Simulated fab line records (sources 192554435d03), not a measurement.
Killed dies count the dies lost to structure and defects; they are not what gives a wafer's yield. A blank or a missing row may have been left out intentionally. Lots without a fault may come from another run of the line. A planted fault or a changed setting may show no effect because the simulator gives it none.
Struck lot and sound lot, side by side    flow n5 finfet    18 out of 1938 route steps
Sound: the wafers L401.3, L401.4, L401.6. Struck: wafer L410.3 (left out: L410.6, a lot-mate that was not struck); the cause follows at the end.
Each step with rows lists, per side, the tool, then ch with its chambers, then its first start. Under that, the readings that differ: sound wafers    struck wafers    difference of the means    sigmas: that difference in standard deviations of wafers without a fault.
alike: a reading whose means differ by less than 2 such deviations, as well as words and numbers matching on both sides. not compared: withheld readings; readings where some wafer has no value; bounds like >300 that might hide an equal value; numbers whose values overlap and for which the record gives no deviation.
The two part at a step that has a row with sigmas, a row that says differs or no value, or rows on one side only. When numbers do not overlap yet have no deviation, they are printed without sigmas and do not part them. A reading missing from all wafers of one side parts the sides only when that side holds two or more wafers.

first, 2 steps without rows for these wafers: N5_BEOL_M13_ETCH_68 (etches SOC in N2/H2, time 355 s); N5_BEOL_M13_STRIP_69 (strips in N2/H2).
N5_BEOL_M13_TRENCH_ETCH_34: etches SiOC in C4F8/O2/Ar, target depth 413.47 nm, time 162.6 s.
  sound on rie diel-04 ch 1,2, day 13 10:54; struck on rie diel-04 ch 1, day 15 12:11
  alike: drypump motor current A, mfc ar sccm, oes product au, rf vpp V, showerhead plenum p Torr, throttle valve pct
  not compared: rf hours counter h
then, 1 step without rows for these wafers: N5_BEOL_M13_STRIP_70 (strips in C4F8/O2/Ar).
N5_BEOL_M13_OCD_MEAS_35:
  sound on ocd-02, day 13 11:05; struck on ocd-02, day 15 12:22
  alike: trench depth nm
N5_BEOL_M13_STRIP_37: strips in N2/H2.
  sound on plasma asher-02 ch 0,1, day 13 11:08; struck on plasma asher-02 ch 1, day 15 12:29
reading                sound              struck  difference  sigmas
oes product au (a.u.)  0.769 0.789 0.760  0.796   +0.023      +2
  alike: drypump motor current A, heater power w
  not compared: rf hours counter h
N5_BEOL_M13_ETCH_38: etches SiCN in CF4/N2, target depth 67.5 nm, time 71.9 s.
  sound on rie diel-04 ch 0,2,3, day 13 14:07; struck on rie diel-01 ch 3, day 15 15:53
  alike: drypump motor current A, mfc ar sccm, oes product au, rf vpp V, showerhead plenum p Torr, throttle valve pct
  not compared: rf hours counter h
then, 3 steps without rows for these wafers: N5_BEOL_M13_PRECLEAN_39 (cleans in residue remover, time 60 s); N5_BEOL_M13_SRD_40 (time 30 s, dry time 30 s); N5_BEOL_M13_DEGAS_41 (time 60 s).
N5_BEOL_M13_PRE_CLEAN_42: time 30 s.
  sound on pvd sputter-01, day 13 14:37; struck on pvd sputter-03, day 15 16:28
  alike: heater power w
then, 1 step without rows for these wafers: N5_BEOL_M13_SPUTTER_43 (material TaN, target thk 15 nm, time 24.19 s).
N5_BEOL_M13_SPUTTER_44: material Ta, target thk 10 nm, time 16.13 s.
  sound on pvd sputter-01, day 13 14:44; struck on pvd sputter-03, day 15 16:35
reading                                      sound       struck  difference  sigmas
model.Ta_of_BEOL_M13_SPUTTER_44.thk nm (nm)  9.8 9.8 10  11.4    +1.5        
  alike: throttle valve pct
then, 2 steps without rows for these wafers: N5_BEOL_M13_SPUTTER_45 (material Cu, target thk 80 nm, time 13.33 s); N5_BEOL_M13_ECD_47 (material Cu, target thk 936 nm).
N5_BEOL_M13_ANNEAL_48: time 90 s.
  sound on rtp anneal-02 ch 0, day 13 15:11; struck on rtp anneal-01 ch 0, day 15 17:20
  alike: wafer_temp_C_max
N5_BEOL_M13_CMP_49: polishes, stops on SiOC, t overpolish 17.1 s, target thk 420 nm.
  sound on cmp-01 ch 2,3, day 13 15:23; struck on cmp-01 ch 1, day 15 17:35
reading                       sound           struck  difference  sigmas
barrier field endpoint s (s)  30.4 30.1 29.8  32.5    +2.4        +4
  alike: edge zone pressure frac, motor current A
N5_BEOL_M13_THK_MEAS_50: measures by xrf.
  sound on film metro-01, day 13 15:41; struck on film metro-01, day 15 17:50
  alike: M13_THK

## WHERE THEY PART
Earliest at N5_BEOL_M13_STRIP_37; latest, in this record, at N5_BEOL_M13_CMP_49. Later steps at which nothing parts them and some readings are alike: N5_BEOL_M13_THK_MEAS_50.

WHY: the cause the simulator had injected
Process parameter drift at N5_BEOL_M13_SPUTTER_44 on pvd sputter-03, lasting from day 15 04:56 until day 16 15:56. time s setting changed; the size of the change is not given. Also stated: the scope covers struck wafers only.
